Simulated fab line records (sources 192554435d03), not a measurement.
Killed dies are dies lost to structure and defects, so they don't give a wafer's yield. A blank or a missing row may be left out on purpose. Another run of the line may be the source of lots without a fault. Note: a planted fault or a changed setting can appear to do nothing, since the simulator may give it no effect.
fab line records	flow n5_finfet
[record] lots = 10	wafers = 30	last_day = 18
route steps=1938 shown WELL_APT@33 PMOS_HMC_CHANNEL_EPI@65 BEOL_M4@1111 PASSIVATION@1936
lots untouched by any fault: they come from a run of this same line in which no faults occurred
start_h: hours from the record's opening day to when the first of the lot's shown wafers began	wait_h: hours elapsed since this lot's preceding step	" same as the row above	L1.1+2: several wafers, shown together as one row	- value missing, or start not given	* or withheld: withheld	< > ~ a bound
route shown NAME@n: names a module that has steps shown in the file, with the first one's number in the route	usual: mean/standard deviation of fault-free wafers	same: alike in all rows	chamber/n: place in a boat	sites: each site's reading	_std_site: how widely they spread, as a standard deviation	_edge_site: mean of outer sites minus mean of inner sites	radius_mm: how far each site lies from the wafer's centre	mask NAME#n: copy n	behind: tool/chamber where the wafer was last shaped	hold: what put the lot on hold/how long, in hours/how the hold closed	device: names the non-switching transistor (n, p or np)	end of line: at the end of the route, the tests of the same wafers	a step given without rows: its recipe and nothing more	killed: at the first sort, the dies lost to defects and structure; wafer yield is something else	map: a wafer's dies, x killed, . not, _ none there
set.NAME: setting as actually run; set.NAME@STEP: the setting as run at that earlier step	model.NAME: the simulator's own value behind a step, which no gauge read
the route's steps for a sample of lots (tables are steps, rows are wafers)
services: a tool's chamber out of use, with start hour (start_h, from the record's first day; less than 0 if before it), hours out, and reason
[[steps]]
[step N5_WELL_APT_IMPLANT_15]
[recipe] species = As	energy_kev = 25	dose_cm2 = 1.5e+13	tilt_deg = 0	rotation_deg = 0
[usual] beam_energy_keV = 24.999/0.0085	beam_on_s = 10.02/0.2
lot.wafer	tool	chamber	start_h	wait_h	beam_energy_keV	beam_on_s
L468.2	implanter-02	0	32.66	0.1	25.003	10.32
L468.3	"	0	"	"	25.009	10.10
L468.4	"	0	"	"	25.004	9.98
L472.2	implanter-01	0	56.22	0.1	25.006	9.72
L472.3	"	0	"	"	24.991	9.85
L472.6	"	0	"	"	25.001	10.31
L476.3	implanter-01	0	80.56	0.1	24.986	10.13
L476.4	"	0	"	"	25.000	9.78
L476.6	"	0	"	"	25.003	9.81
L478.2	implanter-01	-	92.47	0.1	-	-
L478.4	"	-	"	"	-	-
L478.5	"	-	"	"	-	-
L479.1	implanter-02	-	98.05	0.1	-	-
L479.2	"	-	"	"	-	-
L479.4	"	-	"	"	-	-
L480.1	implanter-02	-	104.38	0.1	-	-
L480.5	"	-	"	"	-	-
L480.6	"	-	"	"	-	-
L484.2	implanter-02	0	128.15	0.1	25.009	9.98
L484.3	"	0	"	"	25.009	9.59
L484.4	"	0	"	"	25.001	10.22
L485.1	implanter-01	0	134.27	0.1	25.009	10.17
L485.4	"	0	"	"	25.023	9.83
L485.5	"	0	"	"	25.007	10.21
L487.1	implanter-01	0	146.24	0.1	24.995	10.16
L487.5	"	0	"	"	24.997	10.18
L487.6	"	0	"	"	24.996	9.87
L488.1	implanter-01	0	152.20	0.1	25.003	9.90
L488.3	"	0	"	"	24.999	10.28
L488.5	"	0	"	"	24.985	9.99
[step N5_WELL_APT_INSPECT_38]
[recipe] inspect_instrument = darkfield	mode = post_epi
[usual] raw_defect_count = 14/5.4
lot.wafer	tool	chamber	start_h	wait_h	raw_defect_count
L468.2	defect_inspect-02	-	35.74	0.4	9
L468.3	"	-	"	"	8
L468.4	"	-	"	"	10
L472.2	defect_inspect-01	-	58.83	0.4	7
L472.3	"	-	"	"	5
L472.6	"	-	"	"	15
L476.3	defect_inspect-02	-	83.84	0.3	16
L476.4	"	-	"	"	9
L476.6	"	-	"	"	19
L478.2	defect_inspect-02	-	94.94	0.4	19
L478.4	"	-	"	"	14
L478.5	"	-	"	"	23
L479.1	defect_inspect-01	-	101.11	0.7	16
L479.2	"	-	"	"	7
L479.4	"	-	"	"	14
L480.1	defect_inspect-01	-	107.18	0.5	7
L480.5	"	-	"	"	14
L480.6	"	-	"	"	9
L484.2	defect_inspect-02	-	130.93	0.4	17
L484.3	"	-	"	"	15
L484.4	"	-	"	"	12
L485.1	defect_inspect-02	-	136.75	0.5	10
L485.4	"	-	"	"	8
L485.5	"	-	"	"	6
L487.1	defect_inspect-01	-	149.32	0.5	21
L487.5	"	-	"	"	12
L487.6	"	-	"	"	14
L488.1	defect_inspect-01	-	154.90	0.7	6
L488.3	"	-	"	"	17
L488.5	"	-	"	"	8
[step N5_PMOS_HMC_CHANNEL_EPI_CD_MEAS_09]
[recipe] target_cd_nm = 237.4	landing_energy_ev = 500	detector = se_inlens
[usual] cd_nm = 236.9/0.94
lot.wafer	tool	chamber	start_h	wait_h	cd_nm
L468.2	cd_sem-02	0	36.18	-	237.3
L468.3	"	0	"	"	237.6
L468.4	"	0	"	"	237.8
L472.2	cd_sem-03	0	59.15	-	235.4
L472.3	"	0	"	"	236.9
L472.6	"	0	"	"	238.1
L476.3	cd_sem-03	0	84.15	-	235.4
L476.4	"	0	"	"	236.0
L476.6	"	0	"	"	236.6
L478.2	cd_sem-02	0	95.26	-	236.7
L478.4	"	0	"	"	237.7
L478.5	"	0	"	"	237.1
L479.1	cd_sem-03	0	101.55	-	235.4
L479.2	"	0	"	"	235.0
L479.4	"	0	"	"	236.2
L480.1	cd_sem-01	0	107.50	-	238.6
L480.5	"	0	"	"	236.8
L480.6	"	0	"	"	236.9
L484.2	cd_sem-02	0	131.37	-	237.9
L484.3	"	0	"	"	238.0
L484.4	"	0	"	"	239.7
L485.1	cd_sem-01	0	137.07	-	236.2
L485.4	"	0	"	"	238.4
L485.5	"	0	"	"	237.5
L487.1	cd_sem-01	0	149.76	-	238.4
L487.5	"	0	"	"	237.5
L487.6	"	0	"	"	236.8
L488.1	cd_sem-03	0	155.21	-	237.6
L488.3	"	0	"	"	237.4
L488.5	"	0	"	"	236.7
[step N5_PMOS_HMC_CHANNEL_EPI_INSPECT_11]
[recipe] mode = adi	inspect_instrument = macro
[usual] raw_defect_count = 2.1/1.5
lot.wafer	tool	chamber	start_h	wait_h	raw_defect_count
L468.2	defect_inspect-01	-	36.23	0.0	1
L468.3	"	-	"	"	2
L468.4	"	-	"	"	1
L472.2	defect_inspect-01	-	59.20	0.0	3
L472.3	"	-	"	"	0
L472.6	"	-	"	"	2
L476.3	defect_inspect-02	-	84.21	0.0	1
L476.4	"	-	"	"	2
L476.6	"	-	"	"	2
L478.2	defect_inspect-01	-	95.31	0.0	2
L478.4	"	-	"	"	1
L478.5	"	-	"	"	3
L479.1	defect_inspect-02	-	101.60	0.0	2
L479.2	"	-	"	"	2
L479.4	"	-	"	"	2
L480.1	defect_inspect-02	-	107.55	0.0	2
L480.5	"	-	"	"	1
L480.6	"	-	"	"	0
L484.2	defect_inspect-02	-	131.42	0.0	2
L484.3	"	-	"	"	2
L484.4	"	-	"	"	3
L485.1	defect_inspect-02	-	137.12	0.0	1
L485.4	"	-	"	"	1
L485.5	"	-	"	"	3
L487.1	defect_inspect-01	-	149.81	0.0	1
L487.5	"	-	"	"	4
L487.6	"	-	"	"	1
L488.1	defect_inspect-01	-	155.27	0.0	2
L488.3	"	-	"	"	0
L488.5	"	-	"	"	3
[step N5_BEOL_M4_RC_MEAS_101]
[usual] CJ_P = 5.80/0.14	DIBL_N = 36.4/1.2	DIBL_P = 36.1/1.6	IOFF_N = 0.156/0.024	IOFF_P = 0.21/0.031	IOFF_P_85C = 3.6/0.44	IOFF_P_LIN = 0.098/0.012	ION_N = 674/11	ION_P = 463/6.9	SS_N = 71.5/0.5	SS_P = 73.2/0.55	VT_N = 250.0/2.9	VT_P = -250/3.6
lot.wafer	tool	chamber	start_h	wait_h	CJ_P	DIBL_N[mV/V]	DIBL_P[mV/V]	IOFF_N[nA/um]	IOFF_P[nA/um]	IOFF_P_85C[nA/um]	IOFF_P_LIN[nA/um]	ION_N[uA/um]	ION_P[uA/um]	SS_N[mV/dec]	SS_P[mV/dec]	VT_N[mV]	VT_P[mV]
L468.2	prober-02	0	174.43	0.2	5.60	35.5	36.6	0.160	0.20	3.5	0.092	675	456	71.5	73.7	248.2	-252
L468.3	"	0	"	"	5.67	35.4	36.2	0.146	0.18	3.3	0.085	661	450	71.3	73.5	250.2	-257
L468.4	"	0	"	"	5.73	37.9	39.3	0.207	0.24	4.1	0.103	679	463	71.7	75.0	244.5	-249
L472.2	prober-02	0	195.98	0.2	5.81	34.6	33.9	0.136	0.20	3.3	0.097	661	466	70.7	73.5	250.5	-249
L472.3	"	0	"	"	5.76	35.2	35.1	0.148	0.22	3.7	0.104	678	468	71.2	73.2	251.3	-247
L472.6	"	0	"	"	5.72	36.4	36.3	0.181	0.25	4.1	0.116	688	482	71.6	73.9	246.8	-246
L476.3	prober-02	0	232.71	0.3	5.79	38.7	38.0	0.181	0.25	4.1	0.114	671	464	72.1	73.0	245.3	-246
L476.4	"	0	"	"	5.73	38.5	38.2	0.185	0.25	4.2	0.115	683	468	72.3	73.4	245.3	-249
L476.6	"	0	"	"	5.55	40.6	41.5	0.236	0.31	5.0	0.132	696	477	72.6	73.8	245.4	-242
L478.2	prober-01	0	242.19	0.2	1.01	37.0	51.1	0.143	1.02	13.4	0.174	665	471	72.0	85.8	250.7	-252
L478.4	"	0	"	"	1.02	37.7	48.4	0.156	0.67	9.4	0.147	684	473	72.1	80.8	249.1	-251
L478.5	"	0	"	"	1.02	36.5	57.2	0.135	1.74	20.8	0.213	667	472	71.4	91.4	252.3	-251
L479.1	prober-02	0	243.90	0.0	1.01	36.6	46.2	0.154	0.66	9.6	0.154	681	478	71.8	80.6	252.5	-246
L479.2	"	0	"	"	1.00	35.8	46.3	0.151	0.65	9.5	0.154	684	475	71.6	80.2	249.4	-247
L479.4	"	0	"	"	0.99	34.6	57.6	0.127	2.15	25.9	0.247	665	470	71.5	93.7	253.1	-248
L480.1	prober-02	0	252.63	0.0	1.00	37.7	60.0	0.170	2.14	25.6	0.252	672	474	71.7	92.2	250.4	-244
L480.5	"	0	"	"	1.00	35.5	46.8	0.130	0.75	10.6	0.156	667	475	70.6	82.9	253.5	-249
L480.6	"	0	"	"	1.00	35.6	48.2	0.140	0.82	11.4	0.165	671	476	71.4	83.4	252.1	-247
L484.2	prober-01	0	276.94	0.2	5.67	37.7	36.7	0.175	0.25	4.3	0.117	679	467	71.8	73.3	247.2	-247
L484.3	"	0	"	"	5.72	37.7	37.1	0.186	0.26	4.3	0.117	688	470	71.7	74.1	247.7	-247
L484.4	"	0	"	"	5.64	36.4	34.8	0.149	0.22	3.8	0.106	661	463	71.0	73.3	250.1	-248
L485.1	prober-02	0	284.30	0.0	5.95	34.0	34.0	0.129	0.18	3.2	0.092	667	467	71.0	73.1	252.9	-249
L485.4	"	0	"	"	5.98	34.5	35.2	0.134	0.20	3.4	0.097	670	467	71.1	72.5	249.4	-250
L485.5	"	0	"	"	5.74	34.4	33.8	0.120	0.18	3.1	0.090	660	459	70.2	72.6	251.6	-250
L487.1	prober-02	0	314.63	0.0	5.69	37.1	37.7	0.179	0.23	4.0	0.111	668	464	71.8	74.1	247.6	-249
L487.5	"	0	"	"	5.43	36.2	36.1	0.154	0.20	3.5	0.099	657	455	71.2	73.4	252.0	-253
L487.6	"	0	"	"	5.77	36.1	36.2	0.154	0.20	3.5	0.097	670	460	71.6	73.5	250.1	-253
L488.1	prober-01	0	314.74	0.0	5.86	35.8	35.8	0.156	0.19	3.4	0.091	678	464	71.4	73.8	248.1	-253
L488.3	"	0	"	"	5.68	35.0	34.4	0.141	0.17	3.0	0.082	674	452	72.0	73.3	251.6	-255
L488.5	"	0	"	"	5.74	35.1	34.8	0.140	0.17	3.2	0.085	681	464	71.5	72.8	248.5	-254
[step N5_PASSIVATION_PROBE_49]
[usual] defect_limited_yield = 91.4/1.5	killed_at_M0_to_M3 = 31/11	killed_at_M4_up = 13/5.5	killed_at_contacts = 13/6.3	killed_at_front_end = 40/13	killed_at_other = 3.3/2.6	killed_dies = 101/18	killed_open = 67/13	killed_short = 33/7.9	sort_bin_4_leakage = 0/0	sort_bin_5_function = 5.1/1	sort_bin_6_memory = 3.2/0.68	sort_n_pass = 1079/18	sort_yield_pct = 91.4/1.5
[same] gross_dies = 1180	killed_at_back_side = 0	sort_bin_8_speed[%] = 0
lot.wafer	tool	chamber	start_h	wait_h	defect_limited_yield[%]	killed_at_M0_to_M3	killed_at_M4_up	killed_at_contacts	killed_at_front_end	killed_at_other	killed_dies	killed_open	killed_short	sort_bin_4_leakage[%]	sort_bin_5_function[%]	sort_bin_6_memory[%]	sort_n_pass	sort_yield_pct[%]
L468.2	prober-02	-	270.64	0.1	87.0	40	22	18	69	4	153	109	44	0	8.2	4.5	1027	87.0
L468.3	prober-02	-	270.69	0.1	91.0	25	12	14	54	1	106	73	32	0	5.8	3.0	1074	91.0
L468.4	prober-02	-	270.74	0.2	90.8	14	16	28	49	2	109	74	34	0	5.3	3.4	1071	90.8
L472.2	prober-01	-	298.47	0.1	91.4	36	14	23	26	2	101	66	35	0	5.5	2.6	1079	91.4
L472.3	prober-01	-	298.52	0.1	92.3	36	11	21	17	6	91	63	28	0	3.9	3.5	1089	92.3
L472.6	prober-01	-	298.67	0.3	91.9	33	13	7	39	3	95	56	38	0	5.1	2.8	1085	91.9
L476.3	prober-01	-	331.30	0.1	92.4	30	15	13	26	6	90	67	23	0	4.7	2.9	1090	92.4
L476.4	prober-01	-	331.35	0.2	90.7	31	15	28	31	5	110	77	33	0	5.5	3.6	1070	90.7
L476.6	prober-01	-	331.45	0.3	91.5	41	7	21	23	8	100	76	23	0	5.2	3.1	1080	91.5
L478.2	prober-01	-	337.87	0.1	91.9	37	16	11	28	3	95	65	30	91.61	5.2	2.9	4	0.3
L478.4	prober-01	-	337.97	0.2	88.6	47	18	25	42	2	134	86	48	55.51	7.2	4.1	391	33.1
L478.5	prober-01	-	338.02	0.2	90.8	30	18	22	37	1	108	71	36	90.85	4.4	4.2	0	0
L479.1	prober-02	-	351.41	0.0	90.0	48	8	19	42	1	118	75	42	52.54	5.6	4.2	442	37.5
L479.2	prober-02	-	351.46	0.1	92.1	32	15	3	41	2	93	58	34	52.03	4.7	2.8	473	40.1
L479.4	prober-02	-	351.56	0.2	90.6	41	17	21	28	4	111	71	39	90.59	6.1	3.1	0	0
L480.1	prober-01	-	354.22	0.0	89.7	55	12	12	40	3	122	76	46	89.66	6.2	3.6	0	0
L480.5	prober-01	-	354.42	0.2	91.1	23	13	16	46	7	105	70	35	76.69	5.2	3.2	170	14.4
L480.6	prober-01	-	354.47	0.3	90.6	36	23	11	34	7	111	74	34	83.47	5.8	3.2	84	7.1
L484.2	prober-02	-	370.08	0.1	92.5	18	24	21	26	0	89	60	28	0	4.9	2.5	1091	92.5
L484.3	prober-02	-	370.13	0.1	93.4	19	17	6	32	4	78	52	25	0	3.6	2.8	1102	93.4
L484.4	prober-02	-	370.18	0.2	92.4	25	10	9	45	1	90	61	27	0	4.3	3.0	1090	92.4
L485.1	prober-01	-	387.87	0.0	92.6	12	12	11	50	2	87	45	42	0	4.2	2.9	1093	92.6
L485.4	prober-01	-	388.02	0.2	91.0	24	8	18	49	7	106	73	33	0	4.7	4.2	1074	91.0
L485.5	prober-01	-	388.07	0.2	90.0	31	15	8	58	6	118	80	38	0	5.3	4.3	1062	90.0
L487.1	prober-02	-	422.03	0.0	91.6	23	8	21	46	1	99	66	33	0	5.0	3.1	1081	91.6
L487.5	prober-02	-	422.23	0.2	91.0	24	11	13	56	2	106	76	30	0	5.6	3.1	1074	91.0
L487.6	prober-02	-	422.28	0.3	92.1	30	12	6	40	5	93	68	23	0	5.3	2.5	1087	92.1
L488.1	prober-02	-	422.33	0.1	89.8	37	7	13	58	5	120	70	50	0	6.7	3.4	1060	89.8
L488.3	prober-02	-	422.43	0.2	91.8	36	15	8	34	4	97	59	38	0	5.0	2.8	1083	91.8
L488.5	prober-02	-	422.53	0.3	90.9	36	11	22	32	6	107	75	32	0	4.8	3.9	1073	90.9
// killed by level:class
L468.2 FIN_SAQP:geometric_particle:open=32 BEOL_M2:geometric_particle:open=17 MOL_CONTACT_COAG:geometric_particle:open=16 FIN_SAQP:geometric_particle:short=10 BEOL_M2:geometric_particle:short=10 BEOL_M4:geometric_particle:open=10 DUMMY_GATE:geometric_particle:open=8 BEOL_M5:geometric_particle:open=6
L468.3 FIN_SAQP:geometric_particle:open=16 MOL_CONTACT_COAG:geometric_particle:open=13 FIN_SAQP:geometric_particle:short=9 SPACER0:geometric_particle:open=6 BEOL_M2:geometric_particle:open=5 STI_FIN_REVEAL:geometric_particle:open=5 BEOL_M0_SAQP:geometric_particle:short=5 BEOL_M4:geometric_particle:open=4
L468.4 FIN_SAQP:geometric_particle:open=21 MOL_CONTACT_COAG:geometric_particle:open=21 FIN_SAQP:geometric_particle:short=13 MOL_CONTACT_COAG:geometric_particle:short=7 BEOL_M2:geometric_particle:open=6 BEOL_M5:geometric_particle:open=6 DUMMY_GATE:geometric_particle:open=4 BEOL_M4:geometric_particle:open=4
L472.2 MOL_CONTACT_COAG:geometric_particle:open=16 BEOL_M3:geometric_particle:open=13 BEOL_M0_SAQP:geometric_particle:short=11 FIN_SAQP:geometric_particle:open=8 MOL_CONTACT_COAG:geometric_particle:short=7 BEOL_M4:geometric_particle:open=7 BEOL_M0_SAQP:geometric_particle:open=5 STI_FIN_REVEAL:geometric_particle:open=3
L472.3 MOL_CONTACT_COAG:geometric_particle:open=17 BEOL_M0_SAQP:geometric_particle:open=10 BEOL_M0_SAQP:geometric_particle:short=9 BEOL_M4:geometric_particle:open=8 FIN_SAQP:geometric_particle:short=6 BEOL_M2:geometric_particle:open=5 BEOL_M3:geometric_particle:open=5 MOL_CONTACT_COAG:geometric_particle:short=4
L472.6 STARTING-WAFER:geometric_particle:open=7 BEOL_M3:geometric_particle:open=7 BEOL_M4:geometric_particle:open=7 FIN_SAQP:geometric_particle:short=6 BEOL_M2:geometric_particle:open=6 MOL_CONTACT_COAG:geometric_particle:open=5 BEOL_M0:geometric_particle:open=5 STI_FIN_REVEAL:geometric_particle:short=4
L476.3 BEOL_M0_SAQP:geometric_particle:open=13 MOL_CONTACT_COAG:geometric_particle:open=12 BEOL_M4:geometric_particle:open=10 DUMMY_GATE:geometric_particle:open=7 BEOL_M2:geometric_particle:open=7 BEOL_M0_SAQP:geometric_particle:short=6 STI_FIN_REVEAL:geometric_particle:open=4 FIN_SAQP:geometric_particle:open=3
L476.4 MOL_CONTACT_COAG:geometric_particle:open=22 STI_FIN_REVEAL:geometric_particle:open=10 DUMMY_GATE:geometric_particle:open=7 BEOL_M1:geometric_particle:open=7 MOL_CONTACT_COAG:geometric_particle:short=6 BEOL_M0_SAQP:geometric_particle:short=6 BEOL_M2:geometric_particle:open=5 BEOL_M0_SAQP:geometric_particle:open=5
L476.6 MOL_CONTACT_COAG:geometric_particle:open=17 BEOL_M2:geometric_particle:open=11 BEOL_M1:geometric_particle:open=11 BEOL_M0_SAQP:geometric_particle:open=7 ILD0:geometric_particle:open=5 BEOL_M3:geometric_particle:open=5 MOL_CONTACT_COAG:geometric_particle:short=4 BEOL_M4:geometric_particle:open=4
L478.2 FIN_SAQP:geometric_particle:open=9 MOL_CONTACT_COAG:geometric_particle:open=9 BEOL_M2:geometric_particle:open=9 FIN_SAQP:geometric_particle:short=7 BEOL_M3:geometric_particle:open=7 BEOL_M4:geometric_particle:open=7 BEOL_M0_SAQP:geometric_particle:open=6 BEOL_M0_SAQP:geometric_particle:short=6
L478.4 MOL_CONTACT_COAG:geometric_particle:open=14 FIN_SAQP:geometric_particle:open=11 MOL_CONTACT_COAG:geometric_particle:short=11 FIN_SAQP:geometric_particle:short=10 BEOL_M2:geometric_particle:open=10 BEOL_M3:geometric_particle:open=9 BEOL_M0_SAQP:geometric_particle:short=8 BEOL_M1:geometric_particle:open=7
L478.5 MOL_CONTACT_COAG:geometric_particle:open=15 BEOL_M0_SAQP:geometric_particle:open=10 FIN_SAQP:geometric_particle:open=9 BEOL_M4:geometric_particle:open=9 FIN_SAQP:geometric_particle:short=8 MOL_CONTACT_COAG:geometric_particle:short=7 BEOL_M0_SAQP:geometric_particle:short=6 BEOL_M1:geometric_particle:open=6
L479.1 MOL_CONTACT_COAG:geometric_particle:open=13 BEOL_M0:geometric_particle:open=13 DUMMY_GATE:geometric_particle:open=9 FIN_SAQP:geometric_particle:open=8 BEOL_M0_SAQP:geometric_particle:short=8 BEOL_M0_SAQP:geometric_particle:open=7 MOL_CONTACT_COAG:geometric_particle:short=6 FIN_SAQP:geometric_particle:short=5
L479.2 FIN_SAQP:geometric_particle:open=8 FIN_SAQP:geometric_particle:short=6 BEOL_M3:geometric_particle:open=6 BEOL_M6:geometric_particle:open=6 BEOL_M0_SAQP:geometric_particle:short=5 BEOL_M1:geometric_particle:short=5 BEOL_M8:geometric_particle:open=4 DUMMY_GATE:geometric_particle:open=4
L479.4 MOL_CONTACT_COAG:geometric_particle:open=15 BEOL_M0_SAQP:geometric_particle:open=11 BEOL_M0_SAQP:geometric_particle:short=11 FIN_SAQP:geometric_particle:open=7 GATE_CUT:geometric_particle:short=6 MOL_CONTACT_COAG:geometric_particle:short=6 BEOL_M3:geometric_particle:open=5 BEOL_M2:geometric_particle:open=5
L480.1 BEOL_M0_SAQP:geometric_particle:short=18 BEOL_M0_SAQP:geometric_particle:open=16 DUMMY_GATE:geometric_particle:open=9 FIN_SAQP:geometric_particle:short=8 MOL_CONTACT_COAG:geometric_particle:open=8 BEOL_M2:geometric_particle:open=8 BEOL_M3:geometric_particle:open=6 FIN_SAQP:geometric_particle:open=5
L480.5 STI_FIN_REVEAL:geometric_particle:open=14 MOL_CONTACT_COAG:geometric_particle:open=12 FIN_SAQP:geometric_particle:short=11 BEOL_M3:geometric_particle:open=8 DUMMY_GATE:geometric_particle:open=5 BEOL_M4:geometric_particle:open=5 MOL_CONTACT_COAG:geometric_particle:short=4 BEOL_M0_SAQP:geometric_particle:short=4
L480.6 FIN_SAQP:geometric_particle:short=12 MOL_CONTACT_COAG:geometric_particle:open=10 BEOL_M2:geometric_particle:open=9 BEOL_M0_SAQP:geometric_particle:open=6 BEOL_M0:geometric_particle:open=6 BEOL_M3:geometric_particle:short=5 BEOL_M4:geometric_particle:open=5 FIN_SAQP:geometric_particle:open=4
L484.2 BEOL_M4:geometric_particle:open=15 MOL_CONTACT_COAG:geometric_particle:open=11 MOL_CONTACT_COAG:geometric_particle:short=10 BEOL_M2:geometric_particle:open=9 FIN_SAQP:geometric_particle:open=6 FIN_SAQP:geometric_particle:short=4 STI_FIN_REVEAL:geometric_particle:open=3 GATE_CUT:geometric_particle:short=3
L484.3 FIN_SAQP:geometric_particle:open=10 BEOL_M0_SAQP:geometric_particle:open=7 BEOL_M4:geometric_particle:open=7 FIN_SAQP:geometric_particle:short=5 STI_FIN_REVEAL:geometric_particle:open=5 BEOL_M0_SAQP:geometric_particle:short=5 BEOL_M2:geometric_particle:open=4 MOL_CONTACT_COAG:geometric_particle:open=3
L484.4 FIN_SAQP:geometric_particle:open=14 STI_FIN_REVEAL:geometric_particle:open=13 MOL_CONTACT_COAG:geometric_particle:open=8 BEOL_M2:geometric_particle:open=7 BEOL_M0_SAQP:geometric_particle:short=6 FIN_SAQP:geometric_particle:short=5 GATE_CUT:geometric_particle:short=5 BEOL_M0:geometric_particle:open=4
L485.1 STI_FIN_REVEAL:geometric_particle:open=8 FIN_SAQP:geometric_particle:short=7 MOL_CONTACT_COAG:geometric_particle:open=7 STARTING-WAFER:geometric_particle:short=6 FIN_SAQP:geometric_particle:open=5 ILD0:geometric_particle:short=5 BEOL_M4:geometric_particle:open=5 DUMMY_GATE:geometric_particle:short=4
L485.4 STI_FIN_REVEAL:geometric_particle:open=15 MOL_CONTACT_COAG:geometric_particle:open=13 BEOL_M3:geometric_particle:open=7 ILD0:geometric_particle:open=6 BEOL_M0_SAQP:geometric_particle:short=6 DUMMY_GATE:geometric_particle:open=5 GATE_CUT:geometric_particle:short=5 MOL_CONTACT_COAG:geometric_particle:short=5
L485.5 STI_FIN_REVEAL:geometric_particle:open=15 BEOL_M4:geometric_particle:open=11 BEOL_M2:geometric_particle:open=8 GATE_CUT:geometric_particle:open=7 MOL_CONTACT_COAG:geometric_particle:open=7 DUMMY_GATE:geometric_particle:open=6 STARTING-WAFER:geometric_particle:open=5 GATE_CUT:geometric_particle:short=5
L487.1 STI_FIN_REVEAL:geometric_particle:open=22 MOL_CONTACT_COAG:geometric_particle:open=17 GATE_CUT:geometric_particle:short=8 BEOL_M0_SAQP:geometric_particle:short=7 FIN_SAQP:geometric_particle:open=6 BEOL_M1:geometric_particle:open=6 BEOL_M0_SAQP:geometric_particle:open=5 MOL_CONTACT_COAG:geometric_particle:short=4
L487.5 FIN_SAQP:geometric_particle:open=18 MOL_CONTACT_COAG:geometric_particle:open=12 DUMMY_GATE:geometric_particle:open=9 GATE_CUT:geometric_particle:short=8 BEOL_M0_SAQP:geometric_particle:short=7 BEOL_M1:geometric_particle:open=7 STI_FIN_REVEAL:geometric_particle:open=5 BEOL_M4:geometric_particle:open=5
L487.6 STI_FIN_REVEAL:geometric_particle:open=9 BEOL_M1:geometric_particle:open=9 FIN_SAQP:geometric_particle:open=7 BEOL_M3:geometric_particle:open=7 BEOL_M4:geometric_particle:open=6 MOL_CONTACT_COAG:geometric_particle:open=5 BEOL_M0_SAQP:geometric_particle:short=5 STI_FIN_REVEAL:geometric_particle:short=4
L488.1 STI_FIN_REVEAL:geometric_particle:open=10 MOL_CONTACT_COAG:geometric_particle:open=10 FIN_SAQP:geometric_particle:open=9 FIN_SAQP:geometric_particle:short=9 STI_FIN_REVEAL:geometric_particle:short=8 BEOL_M0_SAQP:geometric_particle:short=8 BEOL_M3:geometric_particle:open=7 BEOL_M1:geometric_particle:short=5
L488.3 BEOL_M0_SAQP:geometric_particle:short=10 BEOL_M0_SAQP:geometric_particle:open=9 BEOL_M1:geometric_particle:open=9 MOL_CONTACT_COAG:geometric_particle:open=7 STI_FIN_REVEAL:geometric_particle:open=6 FIN_SAQP:geometric_particle:short=5 GATE_CUT:geometric_particle:short=5 BEOL_M4:geometric_particle:open=5
L488.5 MOL_CONTACT_COAG:geometric_particle:open=20 BEOL_M3:geometric_particle:open=9 BEOL_M1:geometric_particle:open=8 STI_FIN_REVEAL:geometric_particle:open=8 FIN_SAQP:geometric_particle:short=6 FIN_SAQP:geometric_particle:open=6 BEOL_M0_SAQP:geometric_particle:open=6 BEOL_M0_SAQP:geometric_particle:short=5
[[services]]
tool	chamber	start_h	hours	kind
implanter-01	-	20.60	2.1	repair
implanter-02	-	41.10	6.2	repair
implanter-01	-	81.30	2.5	repair
implanter-01	-	119.68	1.5	repair
[[key]]
[first_sign] step = N5_WELL_APT_IMPLANT_15	reading = tool_record	direction = missing
[effect] step = N5_BEOL_M4_RC_MEAS_101	reading = CJ_P	direction = down	sigmas = 33	usual = 5.80	struck = 1.01
[effect] step = N5_BEOL_M4_RC_MEAS_101	reading = IOFF_P	direction = up	sigmas = 31	usual = 0.21	struck = 1.18
[effect] step = N5_BEOL_M4_RC_MEAS_101	reading = IOFF_P_85C	direction = up	sigmas = 26	usual = 3.6	struck = 15.1
[effect] step = N5_BEOL_M4_RC_MEAS_101	reading = SS_P	direction = up	sigmas = 22	usual = 73.2	struck = 85.7
[effect] step = N5_BEOL_M4_RC_MEAS_101	reading = DIBL_P	direction = up	sigmas = 9.5	usual = 36.1	struck = 51.3
[effect] step = N5_BEOL_M4_RC_MEAS_101	reading = IOFF_P_LIN	direction = up	sigmas = 7.1	usual = 0.098	struck = 0.185
[effect] step = N5_BEOL_M4_RC_MEAS_101	reading = ION_P	direction = up	sigmas = 1.6	usual = 463	struck = 474
[effect] step = N5_PASSIVATION_PROBE_49	reading = sort_bin_4_leakage	direction = up	sigmas = 99+	usual = 0	struck = 75.89
met_at N5_WELL_APT_IMPLANT_15
struck_lots L478,L479,L480
not_acting_at N5_WELL_APT_INSPECT_38,N5_PMOS_HMC_CHANNEL_EPI_CD_MEAS_09,N5_PMOS_HMC_CHANNEL_EPI_INSPECT_11
onset_between 80.56 92.47
[fault] kind = skipped_step_whole	tool = implanter-01,implanter-02	chamber = -	onset_h = 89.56	steps = N5_WELL_APT_IMPLANT_15	scope = struck_lots_only
